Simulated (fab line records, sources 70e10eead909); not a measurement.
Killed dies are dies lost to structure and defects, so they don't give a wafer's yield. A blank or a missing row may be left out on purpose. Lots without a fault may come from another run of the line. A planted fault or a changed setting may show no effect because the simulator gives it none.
Which tool did it? | flow nand_harc | 11 lots, 33 wafers sampled, at 7 steps of a route of 1302

WHAT THE GAUGES READ, wafer by wafer
NHARC_A_BLC_CD_MEAS_19. Usual: cd_nm 99.7 nm, standard deviation 1.8.
lot  | measured     | on        | cd_nm (nm)       | flag
L248 | day 22 22:52 | cd_sem-02 | 98.5 102.1 101.3 |
L251 | day 23 20:02 | cd_sem-01 | 101.4 99.3 100.6 |
L255 | day 25 18:57 | cd_sem-01 | 104.8 98.7 101.1 |
L259 | day 26 16:20 | cd_sem-01 | 99.8 98.3 99.5   |
L265 | day 28 23:11 | cd_sem-02 | 102.5 99.2 99.7  |
L266 | day 30 02:26 | cd_sem-02 | 96.5 97.0 100.2  |
L267 | day 30 15:16 | cd_sem-02 | 98.8 100.0 100.0 |
L268 | day 30 16:46 | cd_sem-01 | 100.2 100.4 98.4 |
L269 | day 31 06:38 | cd_sem-03 | 97.6 98.1 100.1  |
L270 | day 31 23:00 | cd_sem-02 | 97.9 96.6 99.2   |
L271 | day 32 01:18 | cd_sem-01 | 98.2 99.3 99.4   |

NHARC_A_M0_CD_MEAS_09: target cd 80 nm. Usual: cd_nm 80.2 nm, standard deviation 0.71.
lot  | measured     | on        | cd_nm (nm)     | flag
L248 | day 23 01:37 | cd_sem-03 | 81.6 80.2 79.4 |
L251 | day 23 22:54 | cd_sem-02 | 79.1 79.9 79.9 |
L255 | day 25 21:50 | cd_sem-01 | 82.4 82.3 82.6 | OFF
L259 | day 26 19:21 | cd_sem-03 | 82.3 83.0 82.1 | OFF
L265 | day 29 02:04 | cd_sem-01 | 80.3 79.7 80.1 |
L266 | day 30 05:19 | cd_sem-02 | 79.1 78.5 79.7 |
L267 | day 30 18:08 | cd_sem-02 | 81.2 81.4 81.3 |
L268 | day 30 19:38 | cd_sem-03 | 79.3 80.4 80.1 |
L269 | day 31 09:23 | cd_sem-03 | 80.5 80.5 80.2 |
L270 | day 32 01:44 | cd_sem-02 | 79.2 80.2 80.2 |
L271 | day 32 04:04 | cd_sem-02 | 79.0 80.2 80.3 |

NHARC_A_M0_CD_MEAS_16. Usual: cd_nm 80.1 nm, standard deviation 0.85.
lot  | measured     | on        | cd_nm (nm)     | flag
L248 | day 23 02:09 | cd_sem-02 | 80.0 80.2 79.2 |
L251 | day 23 23:23 | cd_sem-03 | 79.6 80.3 79.9 |
L255 | day 25 22:20 | cd_sem-03 | 82.7 81.8 83.0 |
L259 | day 26 19:50 | cd_sem-02 | 82.8 83.0 83.1 | OFF
L265 | day 29 02:33 | cd_sem-02 | 80.3 79.5 79.0 |
L266 | day 30 05:48 | cd_sem-01 | 78.7 78.4 78.8 |
L267 | day 30 18:38 | cd_sem-03 | 80.9 81.0 81.1 |
L268 | day 30 20:08 | cd_sem-03 | 79.0 79.6 80.0 |
L269 | day 31 09:53 | cd_sem-03 | 79.6 79.7 79.1 |
L270 | day 32 02:13 | cd_sem-03 | 79.5 80.5 80.2 |
L271 | day 32 04:32 | cd_sem-02 | 79.9 79.6 80.7 |

NHARC_END_SORT_01. Usual: defect_limited_yield 91 %, standard deviation 3; killed_at_array 54, standard deviation 21; killed_at_other 1.0, standard deviation 1.2; killed_at_periphery 3.6, standard deviation 2.6; killed_dies 58, standard deviation 20; killed_open 3.3, standard deviation 1.9; killed_short 2.6, standard deviation 1.5; sort_bin_2_pct 3.1 %, standard deviation 1.4; sort_bin_3_pct 0.6 %, standard deviation 0.37; sort_bin_4_pct 4.9 %, standard deviation 1.6; sort_n_pass 619, standard deviation 20; sort_rim_yield_pct 91 %, standard deviation 4.3; sort_yield_pct 91 %, standard deviation 3.
lot  | measured     | on        | defect_limited_yield (%) | killed_at_array | killed_at_other | killed_at_periphery | killed_dies | killed_open | killed_short | sort_bin_2_pct (%) | sort_bin_3_pct (%) | sort_bin_4_pct (%) | sort_n_pass | sort_rim_yield_pct (%) | sort_yield_pct (%) | flag
L266 | day 31 20:32 | prober-02 | 89 91 90                 | 66 58 69        | 1 2 0           | 6 3 1               | 73 63 70    | 6 2 6       | 2 4 4        | 4.0 3.5 4.6        | 0.6 0.4 1.0        | 6.2 5.3 4.7        | 604 614 607 | 83 86 84               | 89 91 90           |

WHICH TOOL RAN EACH LOT (tool, then ch and the chambers of the sampled wafers, then the start)
lot  | NHARC_A_BLC_ETCH_17                           | NHARC_A_M0_DEVELOP_08             | NHARC_A_M0_ETCH_34
L248 | rie_diel-06 ch 0,1,2, day 22 22:52 or earlier | litho_track-01 ch 0, day 23 01:00 | rie_diel-08 ch 0,1,2, day 23 01:55
L251 | rie_diel-13 ch 1,2,3, day 23 20:02 or earlier | litho_track-06 ch 0, day 23 22:00 | rie_diel-02 ch 0,1, day 23 23:10
L255 | rie_diel-13 ch 1,2, day 25 18:57 or earlier   | litho_track-06 ch 0, day 25 21:00 | rie_diel-02 ch 1,2,3, day 25 22:07
L259 | rie_diel-13 ch 1,2,3, day 26 16:20 or earlier | litho_track-06 ch 0, day 26 19:00 | rie_diel-08 ch 0,1,3, day 26 19:38
L265 | rie_diel-13 ch 0,1,2, day 28 23:11 or earlier | litho_track-06 ch 0, day 29 01:00 | rie_diel-08 ch 0,1,2, day 29 02:20
L266 | rie_diel-03 ch 2,3, day 30 02:26 or earlier   | litho_track-01 ch 0, day 30 05:00 | rie_diel-08 ch 1,3, day 30 05:36
L267 | rie_diel-06 ch 0,2,3, day 30 15:16 or earlier | litho_track-04 ch 0, day 30 18:00 | rie_diel-08 ch 1,2, day 30 18:25
L268 | rie_diel-06 ch 0,1,2, day 30 16:46 or earlier | litho_track-06 ch 0, day 30 19:00 | rie_diel-08 ch 1,2,3, day 30 19:55
L269 | rie_diel-06 ch 0,2, day 31 06:38 or earlier   | litho_track-01 ch 0, day 31 09:00 | rie_diel-02 ch 1,2, day 31 09:41
L270 | rie_diel-06 ch 1,2,3, day 31 23:00 or earlier | litho_track-04 ch 0, day 32 01:00 | rie_diel-02 ch 0,1,2, day 32 02:01
L271 | rie_diel-06 ch 0,1,3, day 32 01:18 or earlier | litho_track-01 ch 0, day 32 03:00 | rie_diel-09 ch 0,1,3, day 32 04:20
- NHARC_A_BLC_ETCH_17: etches the open film in N2/H2, target depth 390 nm, time 609.38 s.
- NHARC_A_M0_DEVELOP_08: develop time 35 s.
- NHARC_A_M0_ETCH_34: etches the open film in N2/H2, target depth 40 nm, overetch 12 nm, time 43.94 s.

WHAT THE TOOLS THEMSELVES READ (means of the sampled wafers that have a number; where no wafer has one, the mark that the record gives instead)
NHARC_A_BLC_ETCH_17. Usual: drypump_motor_current_A 5.8 A, standard deviation 0.44; oes_product_au 0.999 a.u., standard deviation 0.0074; rf_vpp_V 429.0 V, standard deviation 2.1; showerhead_plenum_p_Torr 1.98 Torr, standard deviation 0.071; throttle_valve_pct 14.171 %, standard deviation 0.0088.
lot  | tool        | drypump_motor_current_A (A) | oes_product_au (a.u.) | rf_vpp_V (V) | showerhead_plenum_p_Torr (Torr) | throttle_valve_pct (%) | flag
L248 | rie_diel-06 | 6.1                         | 1.004                 | 428.7        | 1.96                            | 14.170                 |
L251 | rie_diel-13 | 5.4                         | 0.999                 | 429.4        | 1.98                            | 14.166                 |
L255 | rie_diel-13 | 5.4                         | 0.994                 | 428.5        | 1.97                            | 14.177                 |
L259 | rie_diel-13 | 5.4                         | 0.996                 | 428.7        | 1.98                            | 14.171                 |
L265 | rie_diel-13 | 5.6                         | 1.003                 | 428.4        | 1.95                            | 14.175                 |
L266 | rie_diel-03 | 6.1                         | 1.009                 | 433.0        | 2.11                            | 14.169                 |
L267 | rie_diel-06 | 5.9                         | 0.994                 | 429.9        | 2.02                            | 14.170                 |
L268 | rie_diel-06 | 6.1                         | 0.992                 | 428.5        | 1.96                            | 14.166                 |
L269 | rie_diel-06 | 6.2                         | 0.998                 | 429.2        | 1.99                            | 14.174                 |
L270 | rie_diel-06 | 5.8                         | 0.999                 | 429.0        | 1.98                            | 14.171                 |
L271 | rie_diel-06 | 5.9                         | 0.995                 | 428.3        | 1.95                            | 14.168                 |

NHARC_A_M0_ETCH_34. Usual: drypump_motor_current_A 5.2 A, standard deviation 0.42; oes_product_au 0.994 a.u., standard deviation 0.0096; rf_vpp_V 430.8 V, standard deviation 2.9; showerhead_plenum_p_Torr 2.05 Torr, standard deviation 0.1; throttle_valve_pct 14.172 %, standard deviation 0.0093.
lot  | tool        | drypump_motor_current_A (A) | oes_product_au (a.u.) | rf_vpp_V (V) | showerhead_plenum_p_Torr (Torr) | throttle_valve_pct (%) | flag
L248 | rie_diel-08 | 4.9                         | 0.990                 | 432.0        | 2.07                            | 14.173                 |
L251 | rie_diel-02 | 5.8                         | 1.005                 | 432.8        | 2.10                            | 14.176                 |
L255 | rie_diel-02 | 5.6                         | 0.997                 | 431.6        | 2.08                            | 14.163                 |
L259 | rie_diel-08 | 5.1                         | 0.987                 | 430.1        | 2.02                            | 14.169                 |
L265 | rie_diel-08 | 5.0                         | 1.000                 | 431.8        | 2.07                            | 14.174                 |
L266 | rie_diel-08 | 5.1                         | 0.984                 | 431.9        | 2.10                            | 14.171                 |
L267 | rie_diel-08 | 5.0                         | 0.991                 | 432.8        | 2.16                            | 14.178                 |
L268 | rie_diel-08 | 5.0                         | 0.990                 | 431.2        | 2.06                            | 14.168                 |
L269 | rie_diel-02 | 5.8                         | 0.996                 | 431.3        | 2.06                            | 14.184                 |
L270 | rie_diel-02 | 5.7                         | 1.001                 | 431.6        | 2.08                            | 14.169                 |
L271 | rie_diel-09 | 5.6                         | 0.993                 | 430.6        | 2.02                            | 14.166                 |

THE ANSWER, worked out from the rows above alone
Rule: a lot is off if the mean of its wafers that have a number lies more than 3 standard deviations from the usual mean. A lot without any number at a reading at which 4 lots or more have one is off too. The other lots that the step has rows for count as sound. The gauges are gone through in route order, then the tools' own readings, and for those a lot's mean is taken as printed above. The first step at which some lot is off is used, and at that step the reading that is off furthest; a lot without a number counts as furthest.
Off: L255, L259, at NHARC_A_M0_CD_MEAS_09 (cd_nm).
A tool fits if, at a process step before that reading, it ran every lot that is off, and no sound lot after the first of them. The gauges at NHARC_A_M0_CD_MEAS_09 are tried like those tools. NHARC_A_BLC_ETCH_17 gives no start for some lots, so the hours and the order of its lots are those of NHARC_A_BLC_CD_MEAS_19. None of those tried fits.

WHAT THE SIMULATOR HAD PUT IN
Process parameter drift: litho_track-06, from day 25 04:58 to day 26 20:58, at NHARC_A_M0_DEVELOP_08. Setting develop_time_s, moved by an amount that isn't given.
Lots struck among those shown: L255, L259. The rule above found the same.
